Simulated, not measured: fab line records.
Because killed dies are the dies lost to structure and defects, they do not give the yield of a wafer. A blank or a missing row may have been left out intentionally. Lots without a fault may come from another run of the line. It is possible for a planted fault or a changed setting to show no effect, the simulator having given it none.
Split-lot experiment | flow n5 finfet | 7 lots, 39 wafers read, on a route of 1938 steps

== SPLIT DETAILS ==
At N5_SD_EPI_P_ETCH_37 (etches SOC in N2/H2, overetch 108 nm, time 486 s), the setting source w was moved away from the recipe's 3000 W on 18 of the 39 wafers read, by -18.1% to +16.4%. For the rest of the wafers, this setting stayed at what the recipe calls for.

Reading taken at the split's own step.

== THE READING ==
rf vpp V, in V, at N5_SD_EPI_P_ETCH_37 (etches SOC in N2/H2, overetch 108 nm, time 486 s). Typical for fault-free wafers on this fab line: 240.6 V, with standard deviation 1.5 V.

wafer  | tool, chamber at the split | source w as run, W | against the recipe | rf vpp V, V | against lot-mates on the recipe
L074.1 | rie diel-03, 3             | 3000               | recipe             | 241.1       | -
L074.2 | rie diel-03, 1             | 3492               | +16.4%             | 229.9       | -10.9
L074.3 | rie diel-03, 2             | 3000               | recipe             | 237.2       | -
L074.4 | rie diel-03, 0             | 3492               | +16.4%             | 229.9       | -10.9
L074.5 | rie diel-03, 1             | 3492               | +16.4%             | 228.7       | -12.1
L074.6 | rie diel-03, 0             | 3000               | recipe             | 244.0       | -
L075.2 | rie diel-04, 2             | 3000               | recipe             | 237.9       | -
L075.5 | rie diel-04, 0             | 3000               | recipe             | 238.5       | -
L075.6 | rie diel-04, 2             | 3000               | recipe             | 240.1       | -
L077.1 | rie diel-05, 2             | 3000               | recipe             | 240.6       | -
L077.2 | rie diel-05, 3             | 2565               | -14.5%             | 256.0       | +15.4
L077.3 | rie diel-05, 1             | 3000               | recipe             | 240.3       | -
L077.4 | rie diel-05, 3             | 2565               | -14.5%             | 255.0       | +14.4
L077.5 | rie diel-05, 1             | 2565               | -14.5%             | 251.9       | +11.3
L077.6 | rie diel-05, 2             | 3000               | recipe             | 240.9       | -
L078.1 | rie diel-05, 1             | 3000               | recipe             | 238.7       | -
L078.2 | rie diel-05, 3             | 3000               | recipe             | 242.4       | -
L078.3 | rie diel-05, 2             | 2458               | -18.1%             | 258.0       | +17.3
L078.4 | rie diel-05, 3             | 2458               | -18.1%             | 259.4       | +18.7
L078.5 | rie diel-05, 2             | 3000               | recipe             | 241.1       | -
L078.6 | rie diel-05, 1             | 2458               | -18.1%             | 257.2       | +16.5
L086.1 | rie diel-03, 3             | 3411               | +13.7%             | 230.0       | -10.1
L086.2 | rie diel-03, 1             | 3411               | +13.7%             | 230.9       | -9.2
L086.3 | rie diel-03, 0             | 3000               | recipe             | 241.1       | -
L086.4 | rie diel-03, 2             | 3000               | recipe             | 239.5       | -
L086.5 | rie diel-03, 3             | 3411               | +13.7%             | 230.6       | -9.5
L086.6 | rie diel-03, 2             | 3000               | recipe             | 239.7       | -
L087.1 | rie diel-04, 3             | 3424               | +14.1%             | 232.3       | -8.4
L087.2 | rie diel-04, 2             | 3424               | +14.1%             | 228.5       | -12.2
L087.3 | rie diel-04, 1             | 3000               | recipe             | 240.4       | -
L087.4 | rie diel-04, 0             | 3424               | +14.1%             | 228.7       | -12.0
L087.5 | rie diel-04, 3             | 3000               | recipe             | 242.3       | -
L087.6 | rie diel-04, 0             | 3000               | recipe             | 239.4       | -
L093.1 | rie diel-03, 2             | 2835               | -5.5%              | 244.6       | +2.3
L093.2 | rie diel-03, 0             | 3000               | recipe             | 241.9       | -
L093.3 | rie diel-03, 3             | 2835               | -5.5%              | 245.0       | +2.7
L093.4 | rie diel-03, 1             | 3000               | recipe             | 241.8       | -
L093.5 | rie diel-03, 0             | 2835               | -5.5%              | 246.8       | +4.5
L093.6 | rie diel-03, 1             | 3000               | recipe             | 243.3       | -

THE FIT
A straight line over all 39 wafers: rf vpp V changes by -0.834 V for each +1% of source w; r = -0.98; the points scatter about the line by 1.8 V.
The same after taking each lot's own level away (the mean of its wafers on the recipe; 39 wafers): -0.821 V for each +1%; r = -0.98; scatter 1.7 V.
The reading moves by 15 V for the largest change in source w, on that fit.
The lots' own levels span 238.83 to 242.33 V, that is 2.3 times the standard deviation above.
The two slopes are in agreement: the lot-to-lot level therefore moves the slope only a little.
Check: +15.2 V against its lot-mates is what the line predicts for one of the wafers moved furthest among these (-18.1%) when that wafer is left out of the fit. Against them it came out at +17.3 V.
Tool readings at the split's step, against how far the setting was moved: rf vpp V r = -0.98.

== OTHER SPLITS ON THESE WAFERS ==
Before the reading, these wafers also passed through other splits. Each is held against what the fit with the lots' levels taken away leaves over:
other split on the same wafers | wafers away from the commonest value | r with rf vpp V (lot level and that fit taken away)
N5_FIN_CUT_ETCH_21 bias w      | 15                                   | -0.25
N5_DUMMY_GATE_ETCH_37 source w | 15                                   | -0.19
N5_DUMMY_GATE_ETCH_42 bias w   | 9                                    | -0.07

== THE WHOLE CHAIN: every reading that the file lists as answering this split, in the file's order ==
step                    | what it does                                                | reading                                                                           | change (the file's fit)               | r (the file's)
N5_SD_EPI_P_ETCH_37     | etches SOC in N2/H2, overetch 108 nm, time 486 s            | rf vpp V                                                                          | -0.819 V for each +1% of the setting  | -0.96
N5_SD_EPI_P_ETCH_37     | etches SOC in N2/H2, overetch 108 nm, time 486 s            | SiARC_of_SD_EPI_P_COAT_35.thk nm (the simulator's own value, which no gauge read) | -0.131 nm for each +1% of the setting | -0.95
N5_SD_EPI_P_ETCHBACK_46 | etches SiNx in CH3F/O2, stops on SiO2, target depth 17.5 nm | SiARC_of_SD_EPI_P_COAT_35.thk nm (the simulator's own value, which no gauge read) | -0.138 nm for each +1% of the setting | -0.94

== THE FILE'S OWN FIT ==
rf vpp V changes by -0.819 V for each +1% of source w, r = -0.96.
